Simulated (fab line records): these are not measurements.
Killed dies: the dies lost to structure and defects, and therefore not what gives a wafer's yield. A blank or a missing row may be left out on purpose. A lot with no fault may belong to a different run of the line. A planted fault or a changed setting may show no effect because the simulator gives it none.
Which of the tools did it?    flow n5Finfet    72 wafers from 24 lots sampled at 5 of the route's 1938 steps

== WHAT THE GAUGES SHOWED, per wafer ==
N5_BEOL_M13_OVL_MEAS_29. Usual: M13_OVL gives 1 nm (standard deviation 5.2).
lot   measured      on          M13_OVL (nm)  flag
L076  day 12 09:07  overlay-01  9 6 3         
L074  day 12 13:52  overlay-01  -4 0 -5       
L077  day 12 14:58  overlay-02  10 0 -2       
L075  day 12 17:50  overlay-01  -2 -4 -3      
L078  day 13 14:11  overlay-01  -3 -6 -6      
L079  day 13 18:14  overlay-01  1 -1 0        
L080  day 13 17:52  overlay-02  -4 -2 -6      
L081  day 13 18:45  overlay-02  1 -3 1        
L082  day 14 04:58  overlay-01  0 12 14       
L083  day 14 23:11  overlay-01  0 6 4         
L084  day 15 05:06  overlay-01  8 8 5         
L087  day 15 10:09  overlay-01  11 7 0        
L085  day 15 13:38  overlay-02  0 7 6         
L086  day 15 13:55  overlay-01  1 3 5         
L091  day 16 17:56  overlay-02  0 8 10        
L090  day 16 20:07  overlay-01  7 9 -4        
L089  day 16 18:01  overlay-01  5 0 5         
L088  day 16 20:47  overlay-01  -5 0 -5       
L092  day 16 20:24  overlay-01  3 1 -3        
L094  day 17 16:22  overlay-01  -7 -7 -1      
L093  day 17 17:31  overlay-02  3 1 -2        
L095  day 17 21:59  overlay-02  6 -1 5        
L097  day 18 01:16  overlay-01  -5 -6 -13     
L096  day 18 08:11  overlay-02  8 0 6         

== WHAT TOOL EACH LOT RAN ON (gives the tool, then ch and the chambers of the sampled wafers, and finally the start) ==
lot   N5_BEOL_M11_STRIP_19               N5_BEOL_M11_ANNEAL_51            N5_BEOL_M11_CMP_52             N5_BEOL_M12_ETCH_59
L076  rieDiel-01 ch 1,3, day 11 21:05    rtpAnneal-01 ch 0, day 12 00:53  cmp-04 ch 2,3, day 12 01:08    rieDiel-04 ch 0,2,3, day 12 02:19
L074  rieDiel-01 ch 0,2, day 12 01:08    rtpAnneal-01 ch 0, day 12 06:04  cmp-04 ch 1,2,3, day 12 06:33  rieDiel-04 ch 0,2,3, day 12 07:31
L077  rieDiel-02 ch 0,2,3, day 12 04:26  rtpAnneal-01 ch 0, day 12 08:30  cmp-02 ch 0,1,3, day 12 08:46  rieDiel-06 ch 0,2,3, day 12 09:48
L075  rieDiel-02 ch 1,3, day 12 04:38    rtpAnneal-01 ch 0, day 12 09:14  cmp-04 ch 0,1,3, day 12 09:32  rieDiel-03 ch 0,1,2, day 12 10:34
L078  rieDiel-01 ch 1,2, day 13 00:29    rtpAnneal-01 ch 0, day 13 05:35  cmp-02 ch 0,1,3, day 13 06:13  rieDiel-03 ch 1,3, day 13 07:46
L079  rieDiel-02 ch 0,2, day 13 05:06    rtpAnneal-02 ch 0, day 13 11:34  cmp-04 ch 0,3, day 13 11:49    rieDiel-06 ch 0,1,2, day 13 12:52
L080  rieDiel-02 ch 0,1,2, day 13 05:16  rtpAnneal-02 ch 0, day 13 11:15  cmp-01 ch 1,2,3, day 13 11:33  rieDiel-03 ch 0,1,3, day 13 12:43
L081  rieDiel-02 ch 1,2,3, day 13 05:50  rtpAnneal-01 ch 0, day 13 11:33  cmp-01 ch 0,1, day 13 11:52    rieDiel-04 ch 0,1, day 13 12:54
L082  rieDiel-05 ch 0,1, day 13 15:18    rtpAnneal-01 ch 0, day 13 19:34  cmp-02 ch 0,1,3, day 13 19:52  rieDiel-06 ch 0,2,3, day 13 21:01
L083  rieDiel-02 ch 0,1,3, day 14 10:47  rtpAnneal-02 ch 0, day 14 15:04  cmp-02 ch 0,2,3, day 14 15:38  rieDiel-06 ch 0,1,3, day 14 16:46
L084  rieDiel-05 ch 1,2, day 14 15:45    rtpAnneal-01 ch 0, day 14 21:35  cmp-01 ch 1,3, day 14 21:50    rieDiel-06 ch 2,3, day 14 22:51
L087  rieDiel-01 ch 0,2,3, day 14 21:13  rtpAnneal-01 ch 0, day 15 01:38  cmp-02 ch 1,3, day 15 01:55    rieDiel-06 ch 1,2, day 15 02:59
L085  rieDiel-05 ch 0,1,2, day 15 00:20  rtpAnneal-02 ch 0, day 15 04:44  cmp-04 ch 0,2,3, day 15 05:04  rieDiel-04 ch 0,1,2, day 15 06:10
L086  rieDiel-05 ch 2,3, day 15 00:46    rtpAnneal-02 ch 0, day 15 04:59  cmp-04 ch 0,2,3, day 15 05:17  rieDiel-03 ch 0,1,2, day 15 06:22
L091  rieDiel-01 ch 1,3, day 16 06:05    rtpAnneal-02 ch 0, day 16 10:32  cmp-02 ch 0,2, day 16 10:50    rieDiel-06 ch 1,2,3, day 16 12:04
L090  rieDiel-02 ch 0,1,3, day 16 07:55  rtpAnneal-01 ch 0, day 16 11:40  cmp-02 ch 1,2, day 16 12:11    rieDiel-06 ch 1,2, day 16 13:18
L089  rieDiel-02 ch 0,1,3, day 16 07:57  rtpAnneal-01 ch 0, day 16 11:26  cmp-02 ch 0,2,3, day 16 11:46  rieDiel-03 ch 0,1,2, day 16 12:55
L088  rieDiel-01 ch 1,2,3, day 16 08:39  rtpAnneal-02 ch 0, day 16 12:17  cmp-04 ch 0,1, day 16 12:35    rieDiel-04 ch 2,3, day 16 13:47
L092  rieDiel-01 ch 0,1,2, day 16 08:52  rtpAnneal-02 ch 0, day 16 12:31  cmp-02 ch 0,2, day 16 12:53    rieDiel-04 ch 1,2,3, day 16 14:05
L094  rieDiel-05 ch 0,1, day 16 20:39    rtpAnneal-01 ch 0, day 17 02:32  cmp-02 ch 0,3, day 17 02:45    rieDiel-03 ch 0,1,3, day 17 03:55
L093  rieDiel-01 ch 0,2, day 16 20:58    rtpAnneal-02 ch 0, day 17 03:49  cmp-04 ch 0,2,3, day 17 04:09  rieDiel-03 ch 0,3, day 17 05:43
L095  rieDiel-02 ch 0,2, day 17 05:37    rtpAnneal-02 ch 0, day 17 11:51  cmp-04 ch 0,2,3, day 17 12:10  rieDiel-06 ch 2,3, day 17 13:40
L097  rieDiel-02 ch 0,1,2, day 17 14:34  rtpAnneal-01 ch 0, day 17 19:11  cmp-04 ch 0,1,2, day 17 19:29  rieDiel-06 ch 1,3, day 17 20:32
L096  rieDiel-05 ch 0,1, day 17 18:58    rtpAnneal-02 ch 0, day 17 23:48  cmp-02 ch 0,1,3, day 18 00:05  rieDiel-03 ch 0,1,3, day 18 01:10
- N5_BEOL_M11_STRIP_19: strips in O2.
- N5_BEOL_M11_ANNEAL_51: time 90 s.
- N5_BEOL_M11_CMP_52: polishes, stops on SiCOH lowk, t overpolish 7 s, target thk 140 nm.
- N5_BEOL_M12_ETCH_59: etches BARC in N2/H2, target depth 89 nm, overetch 26.7 nm, time 67.9 s.

== AS READ BY THE TOOLS THEMSELVES (means over the sampled wafers that have a number; for cases with no such wafer, the mark the record gives instead) ==
N5_BEOL_M11_STRIP_19. Usual: drypumpMotorCurrentA 5.8 A, standard deviation 0.33; oesProductAu 0.82 a.u., standard deviation 0.085; rfVppV 3.6 V, standard deviation 0.58; showerheadPlenumPTorr 2.13 Torr, standard deviation 0.06; throttleValvePct 16.67 %, standard deviation 0.23.
lot   tool        drypumpMotorCurrentA (A)  oesProductAu (a.u.)  rfVppV (V)  showerheadPlenumPTorr (Torr)  throttleValvePct (%)  flag
L076  rieDiel-01  5.8                       0.85                 3.4         2.13                          16.69                 
L074  rieDiel-01  6.0                       0.91                 3.5         2.18                          16.61                 
L077  rieDiel-02  6.0                       0.75                 3.3         2.15                          16.79                 
L075  rieDiel-02  5.9                       0.87                 3.5         2.16                          16.43                 
L078  rieDiel-01  5.9                       0.92                 3.6         2.20                          16.59                 
L079  rieDiel-02  5.7                       0.71                 3.8         2.13                          16.96                 
L080  rieDiel-02  5.8                       0.76                 3.7         2.11                          16.72                 
L081  rieDiel-02  6.0                       0.79                 3.3         2.14                          16.55                 
L082  rieDiel-05  6.0                       0.71                 3.8         2.10                          16.77                 
L083  rieDiel-02  5.8                       0.81                 3.2         2.16                          16.72                 
L084  rieDiel-05  5.4                       0.71                 3.4         2.02                          16.69                 
L087  rieDiel-01  6.0                       0.83                 2.9         2.14                          16.72                 
L085  rieDiel-05  5.7                       0.80                 3.6         2.07                          16.61                 
L086  rieDiel-05  5.5                       0.83                 3.6         2.09                          16.62                 
L091  rieDiel-01  5.8                       0.83                 4.0         2.13                          16.76                 
L090  rieDiel-02  5.8                       0.79                 3.6         2.16                          16.74                 
L089  rieDiel-02  5.8                       0.79                 3.9         2.16                          16.74                 
L088  rieDiel-01  5.8                       0.85                 4.0         2.15                          16.70                 
L092  rieDiel-01  6.0                       0.85                 3.5         2.15                          16.73                 
L094  rieDiel-05  6.1                       0.87                 3.5         2.12                          16.57                 
L093  rieDiel-01  6.1                       0.82                 3.5         2.13                          16.78                 
L095  rieDiel-02  5.9                       0.84                 3.5         2.08                          16.54                 
L097  rieDiel-02  5.8                       0.81                 3.6         2.10                          16.61                 
L096  rieDiel-05  6.1                       0.85                 3.8         2.12                          16.57                 

N5_BEOL_M11_ANNEAL_51. Usual: wafer_temp_C_max 226.03, standard deviation 0.29.
lot   tool          wafer_temp_C_max  flag
L076  rtpAnneal-01  225.98            
L074  rtpAnneal-01  225.64            
L077  rtpAnneal-01  226.21            
L075  rtpAnneal-01  226.13            
L078  rtpAnneal-01  226.06            
L079  rtpAnneal-02  226.04            
L080  rtpAnneal-02  226.30            
L081  rtpAnneal-01  226.12            
L082  rtpAnneal-01  225.86            
L083  rtpAnneal-02  225.95            
L084  rtpAnneal-01  225.65            
L087  rtpAnneal-01  226.02            
L085  rtpAnneal-02  226.07            
L086  rtpAnneal-02  226.16            
L091  rtpAnneal-02  226.42            
L090  rtpAnneal-01  226.01            
L089  rtpAnneal-01  225.59            
L088  rtpAnneal-02  226.28            
L092  rtpAnneal-02  226.07            
L094  rtpAnneal-01  225.85            
L093  rtpAnneal-02  226.14            
L095  rtpAnneal-02  226.11            
L097  rtpAnneal-01  225.60            
L096  rtpAnneal-02  226.07            

N5_BEOL_M11_CMP_52. Usual: barrierFieldEndpointS 28.6 s, standard deviation 0.76; motorCurrentA 6.0 A, standard deviation 0.64; overpolishRunS 7.001 s, standard deviation 0.0091; timeToEndpointS 66 s, standard deviation 3.6.
lot   tool    barrierFieldEndpointS (s)  motorCurrentA (A)  overpolishRunS (s)  timeToEndpointS (s)  flag
L076  cmp-04  28.5                       5.9                6.994               67                   
L074  cmp-04  28.1                       6.0                6.997               64                   
L077  cmp-02  28.5                       5.7                7.000               66                   
L075  cmp-04  28.1                       6.1                7.004               62                   
L078  cmp-02  29.1                       5.8                7.009               69                   
L079  cmp-04  28.2                       6.5                7.002               63                   
L080  cmp-01  28.4                       5.9                7.003               66                   
L081  cmp-01  28.4                       5.3                7.008               65                   
L082  cmp-02  29.0                       5.4                6.994               68                   
L083  cmp-02  29.0                       5.4                7.011               67                   
L084  cmp-01  28.3                       6.5                7.002               68                   
L087  cmp-02  29.4                       6.1                7.006               67                   
L085  cmp-04  28.8                       6.3                7.000               67                   
L086  cmp-04  28.2                       6.5                6.991               62                   
L091  cmp-02  29.8                       5.2                7.004               68                   
L090  cmp-02  28.9                       5.6                7.006               69                   
L089  cmp-02  28.1                       5.3                6.997               67                   
L088  cmp-04  28.0                       6.8                7.002               60                   
L092  cmp-02  28.2                       5.0                7.007               70                   
L094  cmp-02  29.0                       5.3                7.000               68                   
L093  cmp-04  28.3                       6.4                6.999               64                   
L095  cmp-04  27.9                       6.5                6.995               61                   
L097  cmp-04  27.6                       6.7                6.993               63                   
L096  cmp-02  29.0                       5.7                7.001               66                   

N5_BEOL_M12_ETCH_59. Usual: drypumpMotorCurrentA 5.6 A, standard deviation 0.49; oesProductAu 0.68 a.u., standard deviation 0.055; rfVppV 524.1 V, standard deviation 2.7; showerheadPlenumPTorr 2.55 Torr, standard deviation 0.093; throttleValvePct 17.80 %, standard deviation 0.19.
lot   tool        drypumpMotorCurrentA (A)  oesProductAu (a.u.)  rfVppV (V)  showerheadPlenumPTorr (Torr)  throttleValvePct (%)  flag
L076  rieDiel-04  5.9                       0.61                 522.8       2.48                          17.99                 
L074  rieDiel-04  5.9                       0.61                 521.9       2.48                          18.01                 
L077  rieDiel-06  5.2                       0.76                 525.7       2.61                          17.78                 
L075  rieDiel-03  5.7                       0.66                 524.9       2.54                          17.78                 
L078  rieDiel-03  5.9                       0.66                 522.6       2.47                          17.68                 
L079  rieDiel-06  5.5                       0.74                 526.7       2.61                          17.75                 
L080  rieDiel-03  5.7                       0.65                 524.0       2.53                          17.72                 
L081  rieDiel-04  5.2                       0.65                 520.3       2.43                          17.85                 
L082  rieDiel-06  5.2                       0.74                 527.0       2.61                          17.78                 
L083  rieDiel-06  5.4                       0.71                 527.0       2.64                          17.85                 
L084  rieDiel-06  5.1                       0.73                 526.3       2.63                          17.79                 
L087  rieDiel-06  5.6                       0.73                 526.0       2.61                          17.68                 
L085  rieDiel-04  5.8                       0.69                 520.5       2.44                          17.86                 
L086  rieDiel-03  5.7                       0.65                 523.5       2.53                          17.82                 
L091  rieDiel-06  5.4                       0.71                 526.2       2.63                          17.79                 
L090  rieDiel-06  5.5                       0.72                 525.6       2.60                          17.70                 
L089  rieDiel-03  5.6                       0.64                 523.6       2.52                          17.84                 
L088  rieDiel-04  6.1                       0.79                 523.4       2.49                          17.53                 
L092  rieDiel-04  6.1                       0.73                 521.3       2.46                          17.63                 
L094  rieDiel-03  5.7                       0.63                 523.4       2.52                          17.77                 
L093  rieDiel-03  5.5                       0.64                 522.5       2.49                          17.88                 
L095  rieDiel-06  5.1                       0.71                 525.9       2.62                          17.84                 
L097  rieDiel-06  5.6                       0.69                 526.8       2.66                          17.90                 
L096  rieDiel-03  5.7                       0.62                 524.3       2.52                          17.78                 

== THE ANSWER, worked out from the rows above alone ==
Rule: take the mean of a lot's wafers that have a number; if it is more than 3 standard deviations from the usual mean, the lot is off. A lot without any number at a reading at which 4 lots or more have one is off too. All remaining lots with rows at the step are treated as sound. First the gauges in route order, then the tools' own readings, where a lot's mean is used as printed above. At the first step where some lot is off, the reading lying furthest off is the one used; lots without a number count as furthest.
Nothing can be told from this: no lot is off at any reading shown.

== WHAT HAD BEEN PUT IN BY THE SIMULATOR ==
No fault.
